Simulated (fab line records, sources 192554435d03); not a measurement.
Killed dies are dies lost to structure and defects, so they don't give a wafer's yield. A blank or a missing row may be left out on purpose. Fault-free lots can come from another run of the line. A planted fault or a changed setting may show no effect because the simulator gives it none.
Comparing a struck lot with a sound one :: flow n5 finfet :: 15 steps out of a route of 1938
Sound: these wafers, L922.1, L922.3, L922.5. Struck: wafer L934.4. (L934.5, L934.6 of the same lot were not struck and are left out.) The cause comes at the end.
For every step that has rows: the tool of each side, followed by ch and its chambers, followed by its first start. Under that, the readings that differ: sound wafers :: struck wafers :: difference of the means :: sigmas: that difference in standard deviations of wafers without a fault.
alike: readings with means less than 2 such deviations apart, plus words and numbers identical on both sides. not compared: withheld readings, readings lacking a value on some wafer, bounds such as >300 that could conceal the same value, and numbers that have no deviation in the record and whose values overlap.
A row with sigmas, a row that says differs or no value, or rows on one side alone: a step with any of these is where the two part. Numbers that don't overlap but have no deviation are shown without sigmas and don't part them. Lack of a reading on every wafer of one side parts them only where that side has two or more wafers.

first, 3 steps without rows for these wafers: N5_BEOL_M10_ALD_74 (deposits TaN, target thk 2 nm, pulse time 2 s, purge time 3 s); N5_BEOL_M10_SURFACE_TREAT_76; N5_BEOL_M10_CVD_75 (deposits Co from CCTBA/H2, target thk 2 nm, time 138.9 s).
N5_BEOL_M10_SPUTTER_48: material Cu, target thk 12 nm, time 2 s.
  sound: pvd sputter-03 at day 10 04:22; struck: pvd sputter-02 at day 13 09:46
reading: throttle valve pct (%)
sound: 28.9 29.9 29.0
struck: 31.1
difference: +1.8
sigmas: +2
  alike: bias v
then, 1 step without rows for these wafers: N5_BEOL_M10_ECD_50 (material Cu, target thk 318 nm).
N5_BEOL_M10_ANNEAL_51: time 90 s.
  sound on rtp anneal-01 ch 0, day 10 04:35; struck on rtp anneal-01 ch 0, day 13 10:07
  alike: wafer_temp_C_max
N5_BEOL_M10_CMP_52: polishes, stops on SiCOH lowk, t overpolish 7 s, target thk 140 nm.
  sound on cmp-01 ch 0,1,3, day 10 04:55; struck on cmp-03 ch 3, day 13 10:22
reading: barrier field endpoint s (s)
sound: 28.0 27.8 28.9
struck: 30.7
difference: +2.5
sigmas: +3

reading: time to endpoint s (s)
sound: 53 63 68
struck: 70
difference: +9
sigmas: +2
  alike: motor current A, overpolish run s, retaining ring pressure frac, slurry filter dp kPa
N5_BEOL_M10_THK_MEAS_53: measures by xrf.
  sound: film metro-01 at day 10 05:11; struck: film metro-01 at day 13 10:40
  alike: M10_THK
then, 1 step without rows for these wafers: N5_BEOL_M10_PRE_CLEAN_55 (time 15 s).
N5_BEOL_M10_DEP_56: deposits SiCN from 3MS/NH3, target thk 15 nm, time 26.5 s.
  sound on pecvd-03 ch 0,1,2, day 10 05:14; struck on pecvd-02 ch 0, day 13 10:44
  alike: showerhead plenum p Torr, throttle valve pct
N5_BEOL_M10_RS_MEAS_57: measures by four-point-probe.
  sound: film metro-01 at day 10 05:19; struck: film metro-02 at day 13 10:47
  alike: M10_RS
N5_BEOL_M10_INSPECT_58: inspects for defects (darkfield).
  sound: defect inspect-01 at day 10 05:20; struck: defect inspect-01 at day 13 10:49
  alike: raw defect count
N5_BEOL_M11_ILD_DEP_00: deposits SiCOH lowk from DEMS/porogen, target thk 308.51 nm, time 58 s.
  sound on pecvd-04 ch 0,2, day 10 05:23; struck on pecvd-04 ch 0, day 13 10:53
reading: susceptor temp C (C)
sound: 299.73 300.25 300.11
struck: 303.76
difference: +3.73
sigmas: +20
  alike: heater power w, showerhead plenum p Torr, throttle valve pct
N5_BEOL_M11_CURE_71: cures SiCOH lowk, time 240 s.
  sound on uv cure-02 ch 2, day 10 05:28; struck on uv cure-01 ch 1, day 13 11:10
  alike: lamp power pct, wafer_temp_C_max
-- the record jumps here: 2 days lie between the struck wafers' starts before and after (it left off in module BEOL_M11 and takes up again in module PASSIVATION, whose first step shown is number 1936 of the route) --
N5_PASSIVATION_PROBE_49:
  sound: prober-02 at day 12 13:08; struck: prober-02 at day 15 12:04
reading: sort_bin_5_function (%)
sound: 4.4 2.6 3.8
struck: 5.8
difference: +2.2
sigmas: +2
  alike: defect limited yield, killed_at_M0_to_M3, killed_at_M4_up, killed at contacts, killed at front end, killed at other, killed dies, killed on rim, killed open, killed short, sort_bin_6_memory, sort_bin_8_speed, sort n pass, sort yield pct

## WHERE THEY PART
Earliest at N5_BEOL_M10_SPUTTER_48; latest, in this record, at N5_PASSIVATION_PROBE_49.

WHY: whatever the simulator had introduced
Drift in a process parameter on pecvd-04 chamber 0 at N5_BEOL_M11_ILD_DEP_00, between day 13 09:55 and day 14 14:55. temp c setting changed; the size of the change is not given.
